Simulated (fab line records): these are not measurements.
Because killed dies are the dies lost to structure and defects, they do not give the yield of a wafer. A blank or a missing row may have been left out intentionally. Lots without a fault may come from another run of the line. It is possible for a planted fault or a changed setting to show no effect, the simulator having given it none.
The tool behind it: which one? + flow nandHarc + 36 wafers from 12 lots sampled at 5 of the route's 1159 steps

== WHAT EACH GAUGE READ, for each wafer ==
NHARC_END_SORT_01. Usual: killedAtArray 28, standard deviation 11; killedAtOther 0.9, standard deviation 1.2; killedAtPeriphery 2.6, standard deviation 2.1; killedDies 31, standard deviation 11; killedOpen 3.1, standard deviation 1.7; killedShort 1.9, standard deviation 1.3.
| lot  | measured     | on        | killedAtArray | killedAtOther | killedAtPeriphery | killedDies | killedOpen | killedShort | flag |
|------|--------------|-----------|---------------|---------------|-------------------|------------|------------|-------------|------|
| L845 | day 26 08:29 | prober-02 | 39            | 0             | 2                 | 41         | 4          | 1           |      |

== WHAT TOOL EACH LOT RAN ON (gives the tool, then ch and the chambers of the sampled wafers, and finally the start) ==
| lot  | NHARC_A_STAIRCASE_ETCH_23                    | NHARC_A_STAIRCASE_TRIM_26                    | NHARC_A_STAIRCASE_ETCH_190                   | NHARC_A_STAIRCASE_TRIM_198        |
|------|----------------------------------------------|----------------------------------------------|----------------------------------------------|-----------------------------------|
| L828 | rieDiel-11 ch 0,1,2, day 10 10:18 or earlier | rieDiel-11 ch 2,3, day 10 10:18 or earlier   | rieDiel-09 ch 0,3, day 10 10:18 or earlier   | rieDiel-13 ch 0,1, day 10 10:18   |
| L830 | rieDiel-13 ch 0,2,3, day 11 19:37 or earlier | rieDiel-13 ch 1,2,3, day 11 19:37 or earlier | rieDiel-11 ch 1,2,3, day 11 19:37 or earlier | rieDiel-13 ch 0,1,2, day 11 19:37 |
| L829 | rieDiel-09 ch 2,3, day 11 19:10 or earlier   | rieDiel-09 ch 1,2,3, day 11 19:10 or earlier | rieDiel-13 ch 0,1,3, day 11 19:10 or earlier | rieDiel-13 ch 0,2,3, day 11 19:10 |
| L831 | rieDiel-09 ch 1,2, day 11 19:34 or earlier   | rieDiel-09 ch 0,1,3, day 11 19:34 or earlier | rieDiel-13 ch 1,2, day 11 19:34 or earlier   | rieDiel-11 ch 1,2,3, day 11 19:34 |
| L832 | rieDiel-11 ch 1,3, day 11 23:11 or earlier   | rieDiel-11 ch 1,3, day 11 23:11 or earlier   | rieDiel-13 ch 1,2,3, day 11 23:11 or earlier | rieDiel-13 ch 1,2, day 11 23:11   |
| L833 | rieDiel-11 ch 0,1,3, day 12 01:46 or earlier | rieDiel-11 ch 1,2,3, day 12 01:46 or earlier | rieDiel-11 ch 0,1,2, day 12 01:46 or earlier | rieDiel-09 ch 1,2, day 12 01:46   |
| L835 | rieDiel-11 ch 0,1,3, day 13 00:14 or earlier | rieDiel-11 ch 0,2,3, day 13 00:14 or earlier | rieDiel-11 ch 0,1,2, day 13 00:14 or earlier | rieDiel-09 ch 0,1,3, day 13 00:14 |
| L836 | rieDiel-11 ch 0,2,3, day 13 00:32 or earlier | rieDiel-11 ch 0,2,3, day 13 00:32 or earlier | rieDiel-11 ch 0,3, day 13 00:32 or earlier   | rieDiel-11 ch 1,2,3, day 13 00:32 |
| L838 | rieDiel-11 ch 1,2,3, day 13 10:00 or earlier | rieDiel-11 ch 0,1,3, day 13 10:00 or earlier | rieDiel-09 ch 0,2, day 13 10:00 or earlier   | rieDiel-09 ch 2,3, day 13 10:00   |
| L837 | rieDiel-09 ch 0,3, day 13 10:35 or earlier   | rieDiel-09 ch 0,2,3, day 13 10:35 or earlier | rieDiel-09 ch 0,3, day 13 10:35 or earlier   | rieDiel-11 ch 1,2,3, day 13 10:35 |
| L839 | rieDiel-13 ch 0,1,2, day 14 07:43 or earlier | rieDiel-13 ch 2,3, day 14 07:43 or earlier   | rieDiel-09 ch 0,1,2, day 14 07:43 or earlier | rieDiel-11 ch 0,2,3, day 14 07:43 |
| L845 | rieDiel-13 ch 1,2,3, day 15 11:56 or earlier | rieDiel-13 ch 0,1,3, day 15 11:56 or earlier | rieDiel-13 ch 0,1,2, day 15 11:56 or earlier | rieDiel-09 ch 0,2,3, day 15 11:56 |
- NHARC_A_STAIRCASE_ETCH_23: etches the open film in C4F8/O2, target depth 100 nm, time 40.5 s.
- NHARC_A_STAIRCASE_TRIM_26: chemistry O2, time 211.2 s.
- NHARC_A_STAIRCASE_ETCH_190: etches the open film in C4F8/O2, target depth 100 nm, time 40.5 s.
- NHARC_A_STAIRCASE_TRIM_198: chemistry O2, time 211.2 s.

== WHAT THE TOOLS THEMSELVES READ (means of the sampled wafers that have a number; where no wafer has one, the mark that the record gives instead) ==
NHARC_A_STAIRCASE_ETCH_23. Usual: oesProductAu 0.945 a.u., standard deviation 0.01; rfVppV 895 V, standard deviation 5.6.
| lot  | tool       | oesProductAu (a.u.) | rfVppV (V) | flag |
|------|------------|---------------------|------------|------|
| L828 | rieDiel-11 | 0.951               | 894        |      |
| L830 | rieDiel-13 | 0.934               | 892        |      |
| L829 | rieDiel-09 | 0.941               | 897        |      |
| L831 | rieDiel-09 | 0.936               | 893        |      |
| L832 | rieDiel-11 | 0.942               | 896        |      |
| L833 | rieDiel-11 | 0.940               | 893        |      |
| L835 | rieDiel-11 | 0.946               | 893        |      |
| L836 | rieDiel-11 | 0.944               | 891        |      |
| L838 | rieDiel-11 | 0.944               | 894        |      |
| L837 | rieDiel-09 | 0.928               | 894        |      |
| L839 | rieDiel-13 | 0.947               | 893        |      |
| L845 | rieDiel-13 | 0.959               | 895        |      |

NHARC_A_STAIRCASE_TRIM_26. Usual: drypumpMotorCurrentA 5.5 A, standard deviation 0.39; oesProductAu 1.003 a.u., standard deviation 0.0076; rfVppV 57.7 V, standard deviation 0.94; runLengthS 232.5 s, standard deviation 0.41; showerheadPlenumPTorr 3.51 Torr, standard deviation 0.15; throttleValvePct 17.036 %, standard deviation 0.0084.
| lot  | tool       | drypumpMotorCurrentA (A) | oesProductAu (a.u.) | rfVppV (V) | runLengthS (s) | showerheadPlenumPTorr (Torr) | throttleValvePct (%) | flag |
|------|------------|--------------------------|---------------------|------------|----------------|------------------------------|----------------------|------|
| L828 | rieDiel-11 | 5.8                      | 1.007               | 57.8       | 232.5          | 3.47                         | 17.036               |      |
| L830 | rieDiel-13 | 5.9                      | 0.997               | 56.8       | 232.2          | 3.36                         | 17.036               |      |
| L829 | rieDiel-09 | 5.3                      | 0.993               | 56.6       | 232.6          | 3.46                         | 17.033               |      |
| L831 | rieDiel-09 | 5.1                      | 0.998               | 57.5       | 232.4          | 3.40                         | 17.040               |      |
| L832 | rieDiel-11 | 5.8                      | 1.000               | 57.5       | 232.8          | 3.50                         | 17.044               |      |
| L833 | rieDiel-11 | 5.8                      | 1.013               | 56.5       | 233.0          | 3.50                         | 17.034               |      |
| L835 | rieDiel-11 | 5.7                      | 1.006               | 57.0       | 232.5          | 3.41                         | 17.036               |      |
| L836 | rieDiel-11 | 5.7                      | 1.012               | 57.8       | 232.4          | 3.41                         | 17.036               |      |
| L838 | rieDiel-11 | 5.6                      | 1.006               | 58.7       | 233.0          | 3.44                         | 17.036               |      |
| L837 | rieDiel-09 | 5.1                      | 0.998               | 58.3       | 232.5          | 3.49                         | 17.043               |      |
| L839 | rieDiel-13 | 6.0                      | 0.997               | 57.4       | 232.2          | 3.49                         | 17.029               |      |
| L845 | rieDiel-13 | 5.8                      | 1.010               | 58.1       | 232.6          | 3.61                         | 17.028               |      |

NHARC_A_STAIRCASE_ETCH_190. Usual: oesProductAu 0.940 a.u., standard deviation 0.012; rfVppV 895 V, standard deviation 5.3.
| lot  | tool       | oesProductAu (a.u.) | rfVppV (V) | flag |
|------|------------|---------------------|------------|------|
| L828 | rieDiel-09 | 0.927               | 893        |      |
| L830 | rieDiel-11 | 0.936               | 895        |      |
| L829 | rieDiel-13 | 0.923               | 893        |      |
| L831 | rieDiel-13 | 0.930               | 890        |      |
| L832 | rieDiel-13 | 0.929               | 889        |      |
| L833 | rieDiel-11 | 0.949               | 894        |      |
| L835 | rieDiel-11 | 0.954               | 893        |      |
| L836 | rieDiel-11 | 0.947               | 890        |      |
| L838 | rieDiel-09 | 0.936               | 893        |      |
| L837 | rieDiel-09 | 0.938               | 892        |      |
| L839 | rieDiel-09 | 0.938               | 898        |      |
| L845 | rieDiel-13 | 0.949               | 893        |      |

NHARC_A_STAIRCASE_TRIM_198. Usual: drypumpMotorCurrentA 5.5 A, standard deviation 0.39; oesProductAu 1.001 a.u., standard deviation 0.0087; rfVppV 57.8 V, standard deviation 0.92; runLengthS 232.5 s, standard deviation 0.38; showerheadPlenumPTorr 3.49 Torr, standard deviation 0.15; throttleValvePct 17.038 %, standard deviation 0.0091.
| lot  | tool       | drypumpMotorCurrentA (A) | oesProductAu (a.u.) | rfVppV (V) | runLengthS (s) | showerheadPlenumPTorr (Torr) | throttleValvePct (%) | flag |
|------|------------|--------------------------|---------------------|------------|----------------|------------------------------|----------------------|------|
| L828 | rieDiel-13 | 5.4                      | 0.991               | 58.4       | 232.1          | 3.51                         | 17.037               |      |
| L830 | rieDiel-13 | 5.5                      | 0.986               | 57.0       | 232.3          | 3.46                         | 17.048               |      |
| L829 | rieDiel-13 | 5.9                      | 0.992               | 57.0       | 232.6          | 3.40                         | 17.029               |      |
| L831 | rieDiel-11 | 5.8                      | 1.011               | 58.5       | 232.8          | 3.50                         | 17.034               |      |
| L832 | rieDiel-13 | 5.6                      | 0.995               | 57.3       | 232.1          | 3.37                         | 17.041               |      |
| L833 | rieDiel-09 | 5.4                      | 0.991               | 57.7       | 232.4          | 3.73                         | 17.048               |      |
| L835 | rieDiel-09 | 5.2                      | 1.003               | 57.7       | 232.3          | 3.57                         | 17.030               |      |
| L836 | rieDiel-11 | 5.8                      | 1.009               | 58.5       | 232.6          | 3.49                         | 17.032               |      |
| L838 | rieDiel-09 | 5.3                      | 1.006               | 58.1       | 232.5          | 3.56                         | 17.031               |      |
| L837 | rieDiel-11 | 5.7                      | 0.999               | 57.3       | 232.9          | 3.49                         | 17.044               |      |
| L839 | rieDiel-11 | 5.7                      | 1.009               | 58.1       | 232.4          | 3.41                         | 17.041               |      |
| L845 | rieDiel-09 | 5.2                      | 0.996               | 56.7       | 211.2          | 3.48                         | 17.030               | OFF  |

== THE ANSWER, worked out from the rows above alone ==
Rule: lot off if the mean of its wafers having a number is beyond 3 standard deviations from the usual mean. Also off: a lot with no number at a reading for which 4 or more lots have one. Any other lot the step has rows for is counted as sound. After the gauges, taken in route order, come the tools' own readings; for these a lot's mean is taken, as printed above. At the first step where some lot is off, the reading lying furthest off is the one used; lots without a number count as furthest.
Off: L845, at NHARC_A_STAIRCASE_TRIM_198 (runLengthS).
If a tool, at that step or one of the process steps before it, ran each lot that is off and ran no sound lot following the first of them, it fits. With no start given for some of its lots, NHARC_A_STAIRCASE_ETCH_23 uses the hours and lot order of NHARC_A_STAIRCASE_TRIM_198. With no start given for some of its lots, NHARC_A_STAIRCASE_TRIM_26 uses the hours and lot order of NHARC_A_STAIRCASE_TRIM_198. With no start given for some of its lots, NHARC_A_STAIRCASE_ETCH_190 uses the hours and lot order of NHARC_A_STAIRCASE_TRIM_198. 2 tools fit, rieDiel-13 at NHARC_A_STAIRCASE_ETCH_23 and NHARC_A_STAIRCASE_TRIM_26 and NHARC_A_STAIRCASE_ETCH_190 and rieDiel-09 at NHARC_A_STAIRCASE_TRIM_198, so this cannot tell which one it is.

== WHAT THE SIMULATOR HAD INSERTED ==
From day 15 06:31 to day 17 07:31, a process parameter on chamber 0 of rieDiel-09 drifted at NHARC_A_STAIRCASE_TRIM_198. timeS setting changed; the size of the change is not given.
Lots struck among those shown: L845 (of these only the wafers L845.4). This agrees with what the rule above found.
